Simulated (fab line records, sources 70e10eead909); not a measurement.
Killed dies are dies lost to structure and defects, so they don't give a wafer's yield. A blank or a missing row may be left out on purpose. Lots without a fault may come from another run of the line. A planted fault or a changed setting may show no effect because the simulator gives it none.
Chamber matching | flow nand_harc | NHARC_P_BONDPAD_ACTIVATE_29 on rie_diel-02: 4 sister chambers
The step chemistry N2, time 60 s. 8 wafers are shown with their chamber, then 8 later ones without.

WAFERS WITH THEIR CHAMBER
wafer  | chamber | drypump_motor_current_A (A) | oes_product_au (a.u.)
L518.1 | 3       | 5.3                         | 0.990
L522.6 | 2       | 5.1                         | 1.022
L523.2 | 0       | 6.3                         | 1.030
L523.5 | 2       | 5.1                         | 1.014
L524.5 | 0       | 6.3                         | 1.020
L524.6 | 3       | 5.4                         | 0.993
L525.1 | 1       | 5.9                         | 1.006
L525.6 | 1       | 5.9                         | 1.006

WAFERS WITHOUT THEIR CHAMBER
wafer  | drypump_motor_current_A (A) | oes_product_au (a.u.)
L528.1 | 6.3                         | 1.008
L528.2 | 5.4                         | 0.989
L533.1 | 5.4                         | 0.996
L533.2 | 6.0                         | 0.990
L533.3 | 6.3                         | 1.014
L534.1 | 5.9                         | 0.986
L534.2 | 6.3                         | 1.009
L534.3 | 5.1                         | 1.002

WHICH CHAMBER EACH WENT THROUGH
wafer  | from the rows above | in truth
L528.1 | 0                   | 0
L528.2 | 3                   | 3
L533.1 | 3                   | 3
L533.2 | 1                   | 1
L533.3 | 0                   | 0
L534.1 | 1                   | 1
L534.2 | 0                   | 0
L534.3 | 2                   | 2
Placed correctly: 8 of 8. Can't be placed from these rows: 0. Placed wrongly: 0.
How it was worked out, from the rows above alone: a wafer's distance from a chamber is the root of the sum, over the readings, of the square of ((its reading less the chamber's mean) divided by the reading's scatter). The wafer belongs to the nearest chamber; if the next one is less than 2 further off, it can't be placed. A chamber's mean is the mean of its shown wafers. The scatter: the root of (the sum of the squares of (reading less its chamber's mean) over the shown wafers, divided by (wafers less chambers)).
